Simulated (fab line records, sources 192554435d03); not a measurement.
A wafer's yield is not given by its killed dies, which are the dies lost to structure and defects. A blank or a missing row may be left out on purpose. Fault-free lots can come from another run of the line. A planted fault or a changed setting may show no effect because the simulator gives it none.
Problem report in the 8D (eight disciplines) form, filled by code :: flow n5_finfet :: the parts of the form that need people (team, actions taken, sign-off) are left out

== 1. WHAT IS WRONG ==
Mean M11_THK at N5_BEOL_M11_THK_MEAS_53: 243 nm over 3 wafers in 2 lots; fault-free wafers: 138 nm, standard deviation 3.3. That is +32 standard deviations from the usual mean.
The step: measures by xrf.
First seen on wafer L808.6, day 11 10:55, on film_metro-02. The record holds 27 wafers of 9 lots with a number at this step. By rule, "out" or "out of limits" means more than 4 standard deviations away from the usual mean. The other wafers with a number count as sound.

== 2. WHAT IT IS; WHAT IT IS NOT ==
question: which readings at this step
is: M11_THK
is not: -

question: which lots
is: L808, L812
is not: L805, L807, L820, L821, L823, L824, L826

question: which wafers of those lots
is: L808.6, L812.2, L812.6
is not: L808.3, L808.5, L812.5

question: read on which gauges
is: film_metro-01, film_metro-02
is not: -

question: when
is: from day 11 10:55
is not: up to then (5 sound wafers); but 19 sound wafers of L807, L812, L820, L821, L823, L824, L826 came after

== 3. SUSPECTS, AND WHAT RULES EACH OUT ==
Counting: any tool at a process step up to the reading remains a suspect provided it ran every lot that is out. Sound lots after the first of them don't rule it out here, since some wafers of a struck lot are sound.
- the gauge at N5_BEOL_M11_THK_MEAS_53 is ruled out. The wafers that are out were read on 2 gauges (film_metro-01, film_metro-02).
- rie_diel-05 at N5_BEOL_M10_STRIP_36 (strips in N2/H2): kept. It ran every lot that is out, first L808 (day 11 00:45).
- pvd_sputter-03 at N5_BEOL_M10_SURFACE_TREAT_76: kept. Ran every lot that is out, first one L808 (day 11 02:03); last sound lot up to then L805 (day 10 15:28).
- cmp-03 at N5_BEOL_M11_CMP_52 (polishes, stops on SiCOH lowk, t overpolish 7 s, target thk 140 nm): kept. Ran every lot that is out, first one L808 (day 11 10:44); last sound lot up to then L805 (day 11 01:13). Its own readings are out on those wafers: barrier_field_endpoint_s, overpolish_run_s, time_to_endpoint_s.
- At N5_BEOL_M11_CMP_52, inside cmp-03: chamber 2 took the wafers that are out, while their sound lot-mates went through chambers 0, 1, 3.
Still standing after the count: rie_diel-05 at N5_BEOL_M10_STRIP_36, pvd_sputter-03 at N5_BEOL_M10_SURFACE_TREAT_76, cmp-03 at N5_BEOL_M11_CMP_52.

== 4. THE CAUSE (what the simulator had put in) ==
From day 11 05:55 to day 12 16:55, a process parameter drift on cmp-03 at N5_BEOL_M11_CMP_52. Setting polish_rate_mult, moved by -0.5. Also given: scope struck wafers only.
This tool is one of the 3 suspects left after counting.

== 5. THE CHAIN OF EFFECTS, in route order ==
Each row: a reading where the mean over the struck wafers with a number is more than 3 standard deviations away from the usual. Only readings whose record carries a usual standard deviation are examined. hours: median over the lots of the time between each lot's start at the first step of this table that gives one and its start at this step. sigmas: the change, counted in usual standard deviations.
hours: 0
step: N5_BEOL_M11_CMP_52
reading: barrier_field_endpoint_s
usual: 28.4 s
on struck wafers: 46.9
change: +18.5
sigmas: +23

hours: 0
step: N5_BEOL_M11_CMP_52
reading: overpolish_run_s
usual: 7.002 s
on struck wafers: 0.040
change: -6.962
sigmas: -99 or more

hours: 0
step: N5_BEOL_M11_CMP_52
reading: time_to_endpoint_s
usual: 66 s
on struck wafers: 86
change: +20
sigmas: +5.3

hours: 0
step: N5_BEOL_M11_THK_MEAS_53
reading: M11_THK
usual: 138 nm
on struck wafers: 243
change: +105
sigmas: +32

hours: 0
step: N5_BEOL_M11_INSPECT_58
reading: raw_defect_count
usual: 71
on struck wafers: 1071
change: +1000
sigmas: +43

hours: 36
step: N5_PASSIVATION_PROBE_49
reading: defect_limited_yield
usual: 91.2 %
on struck wafers: 0.0
change: -91.2
sigmas: -57

hours: 36
step: N5_PASSIVATION_PROBE_49
reading: killed_at_M4_up
usual: 14
on struck wafers: 1078
change: +1064
sigmas: +99 or more

hours: 36
step: N5_PASSIVATION_PROBE_49
reading: killed_dies
usual: 104
on struck wafers: 1180
change: +1076
sigmas: +57

hours: 36
step: N5_PASSIVATION_PROBE_49
reading: killed_on_rim
usual: 14
on struck wafers: 152
change: +138
sigmas: +34

hours: 36
step: N5_PASSIVATION_PROBE_49
reading: sort_n_pass
usual: 1076
on struck wafers: 0
change: -1076
sigmas: -57

hours: 36
step: N5_PASSIVATION_PROBE_49
reading: sort_yield_pct
usual: 91.2 %
on struck wafers: 0.0
change: -91.2
sigmas: -57
Its process steps:
- N5_BEOL_M11_CMP_52: polishes, stops on SiCOH lowk, t overpolish 7 s, target thk 140 nm.
- N5_PASSIVATION_PROBE_49

== 6. WHAT WOULD HAVE CAUGHT IT SOONER ==
Counted from the fault's start at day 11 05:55, it took 5 hours until the first out-of-limits reading at a measuring or inspecting step in this record, taken at day 11 10:55.
At N5_BEOL_M11_CMP_52, the tool's own readings (barrier_field_endpoint_s, overpolish_run_s, time_to_endpoint_s) were out on each struck wafer the step has a row for, so an alarm limit on them would have fired on the first such wafer.
L812, from the lots that are out (2), started N5_BEOL_M11_CMP_52 on cmp-03 later than day 11 10:55. A tool hold placed at that time would have kept it from harm.
